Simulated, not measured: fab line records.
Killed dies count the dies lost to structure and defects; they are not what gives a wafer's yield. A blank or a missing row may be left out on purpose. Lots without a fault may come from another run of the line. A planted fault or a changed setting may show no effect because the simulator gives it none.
fab line records	flow nandHarc	part 1 of 2: steps 1 to 22 of 33
record: lots: 5	wafers: 15	lastDay: 32
route steps=1302 shown A_STAIRCASE@888 A_SGD_CUT@890
lots that met no fault: taken from a fault-free run of the same line
startH: the number of hours between the record's first day and the start of the first shown wafer of the lot	waitH: hours from the lot's prior step to this one	" the same as in the row above	L1.1+2: one row covering several wafers at once	- no value, or no start given	* or withheld: withheld	< > ~ a bound
route shown NAME@n: NAME is a module with steps in the file, n the number in the route of the first one	usual: mean and standard deviation over wafers with no fault	same: alike in all rows	chamber/n: place in a boat	sites: per-site readings	_std_site: their standard deviation	_edge_site: outer sites' mean less inner sites'	radiusMm: how far each site lies from the wafer's centre	mask NAME#n: copy n	behind: the most recent tool/chamber to have shaped the wafer	hold: why the lot was held/for how many hours/how that ended	device: the transistor (n, p or np) that didn't switch	end of line: tests of these same wafers at the route's end	for a step that has no rows: nothing shown but its recipe	killed: not the wafer's yield, but the dies lost to structure and defects at the first sort	map: shows each die of a wafer: x if killed, . if not, _ if none is there
set.NAME: setting as actually run; set.NAME@STEP: the setting as run at that earlier step	model.NAME: the simulator's own value behind a step, which no gauge read
lots at some steps of the route; a table a step, a row a wafer
services: a tool's chamber out of use, with start hour (startH, from the record's first day; less than 0 if before it), hours out, and reason
== steps ==
step: NHARC_A_STAIRCASE_SRD_474
lot.wafer	tool	chamber	startH	waitH
L075.4+3+6	wetBench-03	6,0,1	441.61	0.0
L076.6+4+2	wetBench-03	4,5,7	453.35	0.1
L084.3+5+2	wetBench-05	3,4,6	529.69	0.0
L090.5+2+4	wetBench-05	6,7,3	587.11	0.0
L093.5+1+4	wetBench-01	3,5,7	625.49	0.0
step: NHARC_A_STAIRCASE_INSPECT_155
usual: rawDefectCount: 464/140
lot.wafer	tool	chamber	startH	waitH	rawDefectCount
L075.3	defectInspect-01	-	441.69	0.1	400
L075.4	"	-	"	"	389
L075.6	"	-	"	"	432
L076.2	defectInspect-01	-	453.44	0.1	619
L076.4	"	-	"	"	615
L076.6	"	-	"	"	413
L084.2	defectInspect-01	-	529.77	0.1	669
L084.3	"	-	"	"	752
L084.5	"	-	"	"	508
L090.2	defectInspect-02	-	587.19	0.1	327
L090.4	"	-	"	"	410
L090.5	"	-	"	"	370
L093.1	defectInspect-02	-	625.57	0.1	450
L093.4	"	-	"	"	367
L093.5	"	-	"	"	449
step: NHARC_A_SGD_CUT_DEP_00
recipe: targetThkA: 500	tempC: 400	targetThkNm: 50	flowSccm: 200	rfW: 450	material: SiNx
usual: heaterPowerW: 706/90
lot.wafer	tool	chamber	startH	waitH	heaterPowerW
L075.3	pecvd-03	2	441.78	0.1	765
L075.4	"	2	"	"	749
L075.6	"	0	"	"	761
L076.2	pecvd-01	2	453.53	0.1	764
L076.6	"	1	"	"	614
L076.4	"	0	"	"	621
L084.2	pecvd-03	2	529.84	0.1	779
L084.3	"	1	"	"	588
L084.5	"	1	"	"	572
L090.2	pecvd-03	0	587.26	0.1	884
L090.5	"	0	"	"	874
L090.4	"	2	"	"	804
L093.1	pecvd-01	0	625.66	0.1	608
L093.4	"	2	"	"	704
L093.5	"	0	"	"	610
step: NHARC_A_SGD_CUT_DEHYDRATE_01
recipe: tempC: 150	timeS: 120
usual: chillPlateTempC: 23.00/0.11
lot.wafer	tool	chamber	startH	waitH	chillPlateTempC
L075.3	lithoTrack-01	0	442.02	0.2	22.99
L075.4	"	0	"	"	22.93
L075.6	"	0	"	"	22.86
L076.2	lithoTrack-04	0	453.78	0.2	23.15
L076.4	"	0	"	"	23.02
L076.6	"	0	"	"	23.20
L084.2	lithoTrack-01	0	530.11	0.2	22.86
L084.3	"	0	"	"	22.86
L084.5	"	0	"	"	22.83
L090.2	lithoTrack-01	0	587.53	0.2	22.99
L090.4	"	0	"	"	23.03
L090.5	"	0	"	"	22.85
L093.1	lithoTrack-01	0	625.91	0.2	22.92
L093.4	"	0	"	"	22.79
L093.5	"	0	"	"	22.88
step: NHARC_A_SGD_CUT_HMDS_02
recipe: timeS: 30
usual: chillPlateTempC: 23.00/0.11
lot.wafer	tool	chamber	startH	waitH	chillPlateTempC
L075.3	lithoTrack-01	0	-	-	22.95
L075.4	"	0	"	"	22.90
L075.6	"	0	"	"	22.76
L076.2	lithoTrack-04	0	-	-	22.82
L076.4	"	0	"	"	22.96
L076.6	"	0	"	"	22.76
L084.2	lithoTrack-01	0	-	-	23.15
L084.3	"	0	"	"	23.12
L084.5	"	0	"	"	22.94
L090.2	lithoTrack-01	0	-	-	22.90
L090.4	"	0	"	"	23.03
L090.5	"	0	"	"	22.81
L093.1	lithoTrack-01	0	-	-	23.08
L093.4	"	0	"	"	23.04
L093.5	"	0	"	"	23.03
step: NHARC_A_SGD_CUT_COAT_56
recipe: tempC: 260	timeS: 75
usual: chillPlateTempC: 23.02/0.11
lot.wafer	tool	chamber	startH	waitH	chillPlateTempC
L075.3	lithoTrack-01	0	-	-	23.18
L075.4	"	0	"	"	23.21
L075.6	"	0	"	"	23.00
L076.2	lithoTrack-04	0	-	-	23.12
L076.4	"	0	"	"	23.12
L076.6	"	0	"	"	23.11
L084.2	lithoTrack-01	0	-	-	22.96
L084.3	"	0	"	"	22.98
L084.5	"	0	"	"	23.02
L090.2	lithoTrack-01	0	-	-	23.22
L090.4	"	0	"	"	22.85
L090.5	"	0	"	"	23.07
L093.1	lithoTrack-01	0	-	-	23.15
L093.4	"	0	"	"	23.01
L093.5	"	0	"	"	23.00
step: NHARC_A_SGD_CUT_COAT_57
recipe: tempC: 225	timeS: 65
usual: chillPlateTempC: 22.97/0.1
lot.wafer	tool	chamber	startH	waitH	chillPlateTempC
L075.3	lithoTrack-01	0	-	-	23.07
L075.4	"	0	"	"	22.99
L075.6	"	0	"	"	22.99
L076.2	lithoTrack-04	0	-	-	23.00
L076.4	"	0	"	"	23.16
L076.6	"	0	"	"	22.86
L084.2	lithoTrack-01	0	-	-	22.98
L084.3	"	0	"	"	22.94
L084.5	"	0	"	"	23.02
L090.2	lithoTrack-01	0	-	-	23.00
L090.4	"	0	"	"	22.84
L090.5	"	0	"	"	22.76
L093.1	lithoTrack-01	0	-	-	23.18
L093.4	"	0	"	"	23.00
L093.5	"	0	"	"	23.24
step: NHARC_A_SGD_CUT_COAT_03
recipe: spinRpm: 1500	resistThkNm: 90
usual: chillPlateTempC: 23.02/0.092	spinSpeedRpm: 1500.1/0.8
lot.wafer	tool	chamber	startH	waitH	chillPlateTempC	spinSpeedRpm
L075.3	lithoTrack-01	0	-	-	22.93	1501.1
L075.4	"	0	"	"	22.73	1499.9
L075.6	"	0	"	"	22.94	1500.2
L076.2	lithoTrack-04	0	-	-	23.02	1500.2
L076.4	"	0	"	"	22.97	1499.1
L076.6	"	0	"	"	23.02	1501.9
L084.2	lithoTrack-01	0	-	-	23.02	1499.7
L084.3	"	0	"	"	22.97	1499.4
L084.5	"	0	"	"	23.07	1500.4
L090.2	lithoTrack-01	0	-	-	23.04	1500.3
L090.4	"	0	"	"	22.96	1501.4
L090.5	"	0	"	"	22.99	1500.5
L093.1	lithoTrack-01	0	-	-	22.98	1500.7
L093.4	"	0	"	"	23.02	1500.2
L093.5	"	0	"	"	22.81	1499.0
step: NHARC_A_SGD_CUT_SOFTBAKE_04
recipe: tempC: 105	timeS: 55
usual: chillPlateTempC: 23.00/0.11
lot.wafer	tool	chamber	startH	waitH	chillPlateTempC
L075.3	lithoTrack-01	0	-	-	22.90
L075.4	"	0	"	"	23.02
L075.6	"	0	"	"	22.91
L076.2	lithoTrack-04	0	-	-	23.17
L076.4	"	0	"	"	23.13
L076.6	"	0	"	"	23.30
L084.2	lithoTrack-01	0	-	-	23.00
L084.3	"	0	"	"	23.08
L084.5	"	0	"	"	23.04
L090.2	lithoTrack-01	0	-	-	23.03
L090.4	"	0	"	"	23.13
L090.5	"	0	"	"	22.98
L093.1	lithoTrack-01	0	-	-	23.07
L093.4	"	0	"	"	23.02
L093.5	"	0	"	"	23.00
step: NHARC_A_SGD_CUT_EBR_05
usual: chillPlateTempC: 22.99/0.1
lot.wafer	tool	chamber	startH	waitH	chillPlateTempC
L075.3	lithoTrack-01	0	-	-	22.81
L075.4	"	0	"	"	23.00
L075.6	"	0	"	"	22.96
L076.2	lithoTrack-04	0	-	-	22.93
L076.4	"	0	"	"	23.07
L076.6	"	0	"	"	23.16
L084.2	lithoTrack-01	0	-	-	22.84
L084.3	"	0	"	"	22.94
L084.5	"	0	"	"	22.82
L090.2	lithoTrack-01	0	-	-	22.92
L090.4	"	0	"	"	22.90
L090.5	"	0	"	"	22.81
L093.1	lithoTrack-01	0	-	-	22.95
L093.4	"	0	"	"	23.19
L093.5	"	0	"	"	23.06
step: NHARC_A_SGD_CUT_EXPOSE_06
recipe: na: 1.35	doseMj: 85.59	maskId: SGD
usual: reticleTempC: 22.97/0.091
lot.wafer	tool	chamber	startH	waitH	mask	reticleTempC
L075.3	arfiScanner-01	0	442.34	-	SGD#0	22.88
L075.4	"	0	"	"	SGD#0	22.87
L075.6	"	0	"	"	SGD#0	22.88
L076.2	arfiScanner-01	0	453.97	-	SGD#0	23.14
L076.4	"	0	"	"	SGD#0	23.10
L076.6	"	0	"	"	SGD#0	23.23
L084.2	arfiScanner-01	0	530.43	-	SGD#0	23.07
L084.3	"	0	"	"	SGD#0	22.97
L084.5	"	0	"	"	SGD#0	22.99
L090.2	arfiScanner-02	0	587.85	-	SGD#0	23.00
L090.4	"	0	"	"	SGD#0	22.86
L090.5	"	0	"	"	SGD#0	22.95
L093.1	arfiScanner-03	0	626.22	-	SGD#0	22.95
L093.4	"	0	"	"	SGD#0	22.96
L093.5	"	0	"	"	SGD#0	23.05
step: NHARC_A_SGD_CUT_PEB_07
recipe: pebTempC: 100	pebTimeS: 65
usual: chillPlateTempC: 22.98/0.094
lot.wafer	tool	chamber	startH	waitH	chillPlateTempC
L075.3	lithoTrack-06	0	442.39	0.0	22.96
L075.4	"	0	"	"	22.74
L075.6	"	0	"	"	22.78
L076.2	lithoTrack-06	0	454.02	0.1	23.14
L076.4	"	0	"	"	22.97
L076.6	"	0	"	"	22.99
L084.2	lithoTrack-01	0	530.48	0.1	22.98
L084.3	"	0	"	"	23.01
L084.5	"	0	"	"	22.97
L090.2	lithoTrack-04	0	587.90	0.1	22.91
L090.4	"	0	"	"	22.98
L090.5	"	0	"	"	23.05
L093.1	lithoTrack-01	0	626.28	0.1	22.86
L093.4	"	0	"	"	22.94
L093.5	"	0	"	"	22.85
step: NHARC_A_SGD_CUT_DEVELOP_08
recipe: developTimeS: 35	devTempC: 23
usual: chillPlateTempC: 23.00/0.1
lot.wafer	tool	chamber	startH	waitH	chillPlateTempC
L075.3	lithoTrack-06	0	-	-	22.96
L075.4	"	0	"	"	22.95
L075.6	"	0	"	"	23.05
L076.2	lithoTrack-06	0	-	-	22.95
L076.4	"	0	"	"	22.98
L076.6	"	0	"	"	23.01
L084.2	lithoTrack-01	0	-	-	22.98
L084.3	"	0	"	"	22.87
L084.5	"	0	"	"	22.95
L090.2	lithoTrack-04	0	-	-	22.98
L090.4	"	0	"	"	23.10
L090.5	"	0	"	"	23.16
L093.1	lithoTrack-01	0	-	-	23.08
L093.4	"	0	"	"	23.05
L093.5	"	0	"	"	23.03
step: NHARC_A_SGD_CUT_CD_MEAS_09
recipe: targetCdNm: 100	landingEnergyEv: 500
usual: cdNm: 100.6/0.88
lot.wafer	tool	chamber	startH	waitH	cdNm
L075.3	cdSem-01	0	442.48	-	101.4
L075.4	"	0	"	"	101.7
L075.6	"	0	"	"	100.4
L076.2	cdSem-02	0	454.10	-	100.6
L076.4	"	0	"	"	101.3
L076.6	"	0	"	"	100.9
L084.2	cdSem-02	0	530.56	-	99.3
L084.3	"	0	"	"	100.0
L084.5	"	0	"	"	101.3
L090.2	cdSem-02	0	587.98	-	100.6
L090.4	"	0	"	"	100.9
L090.5	"	0	"	"	100.5
L093.1	cdSem-03	0	626.36	-	99.5
L093.4	"	0	"	"	99.2
L093.5	"	0	"	"	100.5
step: NHARC_A_SGD_CUT_OVL_MEAS_10
usual: overlayXNm: -0.1/0.67	overlayYNm: 0.0/0.85
lot.wafer	tool	chamber	startH	waitH	overlayXNm	overlayYNm
L075.3	overlay-01	-	442.56	-	-0.2	-0.3
L075.4	"	-	"	"	-0.5	-0.7
L075.6	"	-	"	"	0.1	-0.5
L076.2	overlay-02	-	454.20	-	-0.1	-0.2
L076.4	"	-	"	"	0.6	-0.8
L076.6	"	-	"	"	0.9	0.1
L084.2	overlay-01	-	530.65	-	0.3	1.4
L084.3	"	-	"	"	0.5	1.4
L084.5	"	-	"	"	0.2	2.2
L090.2	overlay-01	-	588.07	-	-0.7	-0.2
L090.4	"	-	"	"	-1.2	-1.0
L090.5	"	-	"	"	-0.9	-0.8
L093.1	overlay-01	-	626.45	-	-0.9	0.5
L093.4	"	-	"	"	0.1	-0.3
L093.5	"	-	"	"	0.0	0.6
step: NHARC_A_SGD_CUT_INSPECT_11
usual: rawDefectCount: 59/31
lot.wafer	tool	chamber	startH	waitH	rawDefectCount
L075.3	defectInspect-01	-	442.60	0.0	67
L075.4	"	-	"	"	64
L075.6	"	-	"	"	70
L076.2	defectInspect-01	-	454.24	0.0	98
L076.4	"	-	"	"	123
L076.6	"	-	"	"	98
L084.2	defectInspect-02	-	530.69	0.0	18
L084.3	"	-	"	"	15
L084.5	"	-	"	"	12
L090.2	defectInspect-02	-	588.11	0.0	20
L090.4	"	-	"	"	16
L090.5	"	-	"	"	21
L093.1	defectInspect-02	-	626.48	0.0	73
L093.4	"	-	"	"	61
L093.5	"	-	"	"	52
step: NHARC_A_SGD_CUT_DESCUM_14
recipe: timeS: 3	o2FlowSccm: 200	arFlowSccm: 0	biasPowerW: 0	chemistry: O2
usual: drypumpMotorCurrentA: 5.5/0.56	oesProductAu: 1.004/0.013	rfVppV: 57.6/0.88	showerheadPlenumPTorr: 1.89/0.073	throttleValvePct: 11.312/0.009
same: biasPowerW: 0
lot.wafer	tool	chamber	startH	waitH	drypumpMotorCurrentA	oesProductAu	rfHoursCounterH	rfVppV	showerheadPlenumPTorr	throttleValvePct
L075.3	rieDiel-11	0	442.66	0.1	5.5	1.008	0	57.7	1.81	11.326
L075.4	"	3	"	"	6.2	1.015	0	57.3	1.89	11.306
L075.6	"	0	"	"	5.5	1.013	-	57.7	1.81	11.312
L076.2	rieDiel-01	1	454.30	0.1	5.7	1.004	3	58.3	1.83	11.313
L076.4	"	0	"	"	4.9	0.997	3	59.4	1.88	11.300
L076.6	"	2	"	"	5.9	1.010	-	58.2	2.02	11.313
L084.2	rieDiel-11	0	530.75	0.1	5.5	1.007	7	59.2	1.81	11.319
L084.3	"	2	"	"	4.8	1.005	7	58.3	1.81	11.300
L084.5	"	1	"	"	6.5	0.980	-	57.7	1.89	11.323
L090.2	rieDiel-01	3	588.17	0.1	4.8	1.007	1	58.3	2.01	11.305
L090.4	"	0	"	"	4.9	1.012	1	57.4	1.88	11.314
L090.5	"	0	"	"	5.0	1.011	-	57.8	1.88	11.310
L093.1	rieDiel-01	3	626.55	0.1	4.8	1.000	2	58.3	2.01	11.304
L093.4	"	1	"	"	5.7	1.010	2	57.7	1.83	11.315
L093.5	"	2	"	"	5.9	1.002	-	57.4	2.01	11.287
step: NHARC_A_SGD_CUT_ETCH_58
recipe: targetDepthA: 390	overEtchFrac: 0.3	timeS: 65	ionEnergyEv: 80	cf4FlowSccm: 150	arFlowSccm: 0	rfW: 300	biasW: 100	chemistry: CF4
usual: cf4FlowSccm: 150.0/0.45	drypumpMotorCurrentA: 5.5/0.54	oesProductAu: 1.004/0.012	rfVppV: 150.9/1.1	showerheadPlenumPTorr: 1.74/0.059	throttleValvePct: 13.285/0.009
lot.wafer	tool	chamber	startH	waitH	cf4FlowSccm	drypumpMotorCurrentA	oesProductAu	rfHoursCounterH	rfVppV	showerheadPlenumPTorr	throttleValvePct
L075.4	rieDiel-11	1	442.75	0.1	150.2	6.5	0.985	0	150.5	1.75	13.292
L075.3	"	3	"	"	149.7	6.2	0.994	0	150.6	1.75	13.288
L075.6	"	0	"	"	149.5	5.5	1.008	-	149.6	1.68	13.286
L076.4	rieDiel-01	2	454.40	0.1	149.8	5.9	1.011	2	152.8	1.86	13.285
L076.2	"	3	"	"	150.0	4.8	1.029	3	153.1	1.85	13.272
L076.6	"	0	"	"	149.7	4.9	0.995	-	152.5	1.74	13.285
L084.3	rieDiel-11	3	530.83	0.1	149.3	6.2	0.985	7	149.4	1.75	13.281
L084.2	"	2	"	"	149.7	4.8	0.985	7	151.0	1.68	13.279
L084.5	"	0	"	"	150.4	5.5	1.016	-	149.3	1.68	13.288
L090.2	rieDiel-01	3	588.25	0.1	150.5	4.8	1.002	1	152.5	1.85	13.299
L090.4	"	1	"	"	150.5	5.7	1.013	1	152.2	1.69	13.281
L090.5	"	3	"	"	149.9	4.8	1.003	-	151.9	1.85	13.273
L093.1	rieDiel-01	1	626.63	0.1	149.7	5.7	1.006	2	150.2	1.69	13.295
L093.4	"	0	"	"	150.3	4.9	1.006	3	151.0	1.74	13.277
L093.5	"	2	"	"	150.8	5.9	0.991	-	152.6	1.85	13.286
step: NHARC_A_SGD_CUT_ETCH_59
recipe: targetDepthA: 2600	overEtchFrac: 0.25	timeS: 406.25	ionEnergyEv: 200	n2FlowSccm: 150	h2FlowSccm: 150	arFlowSccm: 0	rfW: 400	biasW: 150	chemistry: N2/H2
usual: drypumpMotorCurrentA: 5.5/0.55	n2FlowSccm: 150.0/0.41	oesProductAu: 1.003/0.013	rfVppV: 429.8/2.3	showerheadPlenumPTorr: 2.01/0.081	throttleValvePct: 14.171/0.0094
lot.wafer	tool	chamber	startH	waitH	drypumpMotorCurrentA	n2FlowSccm	oesProductAu	rfHoursCounterH	rfVppV	showerheadPlenumPTorr	throttleValvePct
L075.4	rieDiel-11	1	-	-	6.5	149.7	0.977	0	431.0	2.01	14.169
L075.3	"	2	"	"	4.8	149.7	1.000	0	427.1	1.93	14.161
L075.6	"	3	"	"	6.2	150.0	0.996	-	429.9	2.01	14.187
L076.4	rieDiel-01	0	-	-	4.9	149.6	0.996	4	430.3	2.01	14.171
L076.2	"	1	"	"	5.8	150.1	0.990	3	428.7	1.95	14.159
L076.6	"	2	"	"	5.9	150.5	1.022	-	433.9	2.15	14.170
L084.3	rieDiel-11	2	-	-	4.8	150.1	1.010	7	427.5	1.93	14.174
L084.2	"	3	"	"	6.3	150.7	1.002	7	430.5	2.01	14.160
L084.5	"	1	"	"	6.5	150.1	0.980	-	430.7	2.01	14.186
L090.4	rieDiel-01	2	-	-	5.9	149.8	0.984	1	433.2	2.15	14.155
L090.2	"	3	"	"	4.8	150.7	0.995	1	432.7	2.14	14.161
L090.5	"	1	"	"	5.7	149.7	1.024	-	426.7	1.94	14.173
L093.1	rieDiel-01	2	-	-	5.9	150.5	0.997	2	433.6	2.15	14.160
L093.4	"	0	"	"	4.9	150.0	1.006	3	428.1	2.01	14.152
L093.5	"	1	"	"	5.7	150.3	1.011	-	427.8	1.94	14.183
step: NHARC_A_SGD_CUT_ETCH_15
recipe: targetDepthA: 750	timeS: 64.3	ch3fFlowSccm: 50	o2FlowSccm: 30	arFlowSccm: 200	rfW: 500	biasW: 100	chemistry: CH3F/O2
usual: drypumpMotorCurrentA: 5.5/0.56	oesProductAu: 0.967/0.018	rfVppV: 263.4/1.6	showerheadPlenumPTorr: 2.43/0.09	throttleValvePct: 20.664/0.0087
lot.wafer	tool	chamber	startH	waitH	drypumpMotorCurrentA	oesProductAu	rfHoursCounterH	rfVppV	showerheadPlenumPTorr	throttleValvePct
L075.4	rieDiel-11	1	-	-	6.5	0.954	0	262.4	2.43	20.663
L075.3	"	2	"	"	4.8	0.971	0	261.9	2.33	20.673
L075.6	"	0	"	"	5.5	0.961	-	261.3	2.33	20.663
L076.2	rieDiel-01	0	-	-	4.9	0.975	4	262.3	2.42	20.667
L076.4	"	1	"	"	5.7	0.957	3	261.9	2.35	20.670
L076.6	"	3	"	"	4.8	0.992	-	265.6	2.58	20.653
L084.3	rieDiel-11	3	-	-	6.2	0.980	7	262.7	2.42	20.664
L084.2	"	1	"	"	6.4	0.960	7	262.3	2.43	20.671
L084.5	"	0	"	"	5.5	0.983	-	262.2	2.33	20.658
L090.2	rieDiel-01	0	-	-	4.9	0.975	1	264.7	2.42	20.660
L090.4	"	2	"	"	5.9	0.971	1	265.3	2.58	20.655
L090.5	"	3	"	"	4.8	0.952	-	265.4	2.58	20.672
L093.1	rieDiel-01	1	-	-	5.8	0.983	3	261.5	2.35	20.668
L093.4	"	2	"	"	5.9	0.960	3	267.6	2.58	20.668
L093.5	"	1	"	"	5.7	0.995	-	264.1	2.35	20.650
step: NHARC_A_SGD_CUT_ETCH_16
recipe: targetDepthA: 3105	timeS: 155.2	c4f8FlowSccm: withheld	o2FlowSccm: 8	arFlowSccm: withheld	rfW: 600	biasW: 800	chemistry: C4F8/O2/Ar
usual: oesProductAu: 0.975/0.018	rfVppV: 722/3.8
lot.wafer	tool	chamber	startH	waitH	oesProductAu	rfHoursCounterH	rfVppV
L075.3	rieDiel-11	3	-	-	0.980	0	723
L075.4	"	0	"	"	0.989	0	718
L075.6	"	3	"	"	0.991	-	723
L076.2	rieDiel-01	0	-	-	0.991	4	720
L076.4	"	1	"	"	0.961	3	719
L076.6	"	1	"	"	0.956	-	718
L084.3	rieDiel-11	3	-	-	0.982	7	723
L084.2	"	1	"	"	0.946	7	722
L084.5	"	3	"	"	0.999	-	723
L090.4	rieDiel-01	3	-	-	0.976	1	727
L090.2	"	0	"	"	0.984	1	721
L090.5	"	2	"	"	0.978	-	729
L093.1	rieDiel-01	0	-	-	0.981	3	723
L093.4	"	1	"	"	0.988	3	718
L093.5	"	3	"	"	0.964	-	729
step: NHARC_A_SGD_CUT_STRIP_60
recipe: c4f8FlowSccm: withheld	o2FlowSccm: 8	arFlowSccm: withheld	biasW: 0	chemistry: C4F8/O2/Ar
lot.wafer	tool	chamber	startH	waitH
L075.4+3+6	rieDiel-11	3,0,3	-	-
L076.4+2+6	rieDiel-01	1,2,0	-	-
L084.2+3+5	rieDiel-11	0,1,0	-	-
L090.4+2+5	rieDiel-01	0,2,1	-	-
L093.4+1+5	rieDiel-01	1,2,3	-	-
